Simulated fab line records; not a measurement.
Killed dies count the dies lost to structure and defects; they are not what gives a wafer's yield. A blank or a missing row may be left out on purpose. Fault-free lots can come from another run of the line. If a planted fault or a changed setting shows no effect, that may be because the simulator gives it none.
Matching of chambers | flow n5Finfet | N5_DUMMY_GATE_STRIP_41 on rieDiel-06: 4 sister chambers
The step strips in O2. 4 wafers are shown with their chamber, then 8 later ones without.

WAFERS WITH THEIR CHAMBER
wafer  | chamber | drypumpMotorCurrentA (A)
L076.4 | 3       | 6.3
L087.1 | 0       | 4.9
L087.5 | 1       | 5.8
L088.1 | 2       | 6.4

WAFERS MISSING THEIR CHAMBER
wafer  | drypumpMotorCurrentA (A)
L088.3 | 6.3
L088.4 | 4.9
L090.1 | 5.8
L090.2 | 6.3
L090.5 | 6.3
L097.1 | 4.9
L097.3 | 6.3
L097.5 | 5.9

WHICH CHAMBER EACH WENT THROUGH
wafer  | from the rows above | in truth
L088.3 | 3                   | 3
L088.4 | 0                   | 0
L090.1 | 1                   | 1
L090.2 | 3                   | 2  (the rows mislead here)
L090.5 | 3                   | 3
L097.1 | 0                   | 0
L097.3 | 3                   | 3
L097.5 | 1                   | 1
7 of 8 placed correctly. Left unplaced by these rows: 0. Placed wrongly: 1.
How it was worked out, from the rows above alone: a wafer's distance from a chamber is the root of the sum, over the readings, of the square of ((its reading less the chamber's mean) divided by the reading's scatter). The wafer belongs to the nearest chamber; if the next one is less than 2 further off, it can't be placed. For every chamber, the mean is computed from those of its wafers that are shown. The scatter: with one shown wafer a chamber, the root of the mean of the squares of how far each hidden wafer lies from its nearest shown one.
